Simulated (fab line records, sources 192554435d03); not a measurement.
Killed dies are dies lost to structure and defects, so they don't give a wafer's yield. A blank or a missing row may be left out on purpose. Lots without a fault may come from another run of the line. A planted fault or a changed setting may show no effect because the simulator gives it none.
Chamber matching | flow n5_finfet | N5_BEOL_M11_ILD_DEP_00 on pecvd-04: 3 sister chambers
The step deposits SiCOH lowk from DEMS/porogen, target thk 308.51 nm, time 58 s. 16 wafers are shown with their chamber, then 8 later ones without.

WAFERS WITH THEIR CHAMBER
wafer  | chamber | throttle_valve_pct (%) | heater_power_w (W) | showerhead_plenum_p_Torr (Torr)
L075.1 | 2       | 12.9                   | 327                | 5.732
L075.3 | 1       | 15.5                   | 332                | 5.740
L075.6 | 0       | 13.7                   | 409                | 5.725
L076.1 | 0       | 13.3                   | 349                | 5.739
L076.4 | 0       | 13.3                   | 348                | 5.725
L076.6 | 1       | 15.5                   | 300                | 5.736
L081.1 | 0       | 13.2                   | 374                | 5.726
L081.2 | 2       | 13.1                   | 267                | 5.736
L081.5 | 0       | 13.6                   | 383                | 5.722
L086.3 | 0       | 13.6                   | 417                | 5.730
L086.4 | 1       | 15.7                   | 321                | 5.755
L086.5 | 0       | 13.5                   | 322                | 5.715
L088.3 | 1       | 15.8                   | 314                | 5.733
L088.5 | 0       | 13.3                   | 391                | 5.733
L088.6 | 1       | 15.6                   | 325                | 5.753
L089.2 | 0       | 13.4                   | 367                | 5.736

SIGNATURES (means of the wafers above)
reading                  | chamber 0 | chamber 1 | chamber 2 | scatter within a chamber
throttle_valve_pct       | 13.433    | 15.620    | 13.000    | 0.159
heater_power_w           | 373.33    | 318.40    | 297.00    | 27.6
showerhead_plenum_p_Torr | 5.72789   | 5.74340   | 5.73400   | 0.00809
Rule: a wafer's distance from a chamber is the root of the sum, over the readings, of the square of ((its reading less the chamber's mean) divided by the reading's scatter). The wafer belongs to the nearest chamber; if the next one is less than 2 further off, it can't be placed. The scatter: the root of (the sum of the squares of (reading less its chamber's mean) over the shown wafers, divided by (wafers less chambers)).

WAFERS WITHOUT THEIR CHAMBER
wafer  | throttle_valve_pct (%) | heater_power_w (W) | showerhead_plenum_p_Torr (Torr)
L089.4 | 15.6                   | 280                | 5.746
L089.6 | 15.5                   | 284                | 5.735
L093.1 | 13.0                   | 294                | 5.765
L093.5 | 13.7                   | 389                | 5.744
L093.6 | 13.2                   | 300                | 5.731
L094.2 | 13.7                   | 329                | 5.746
L094.3 | 13.0                   | 278                | 5.728
L094.4 | 13.4                   | 349                | 5.747

WHICH CHAMBER EACH WENT THROUGH
wafer  | from the rows above     | in truth
L089.4 | 1                       | 1
L089.6 | 1                       | 1
L093.1 | 2                       | 2
L093.5 | 0                       | 0
L093.6 | can't be placed: 2 or 0 | 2
L094.2 | can't be placed: 0 or 2 | 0
L094.3 | 2                       | 2
L094.4 | can't be placed: 0 or 2 | 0
Placed correctly: 5 of 8. Can't be placed from these rows: 3 (the true chamber is among the candidates in 3). Placed wrongly: 0.
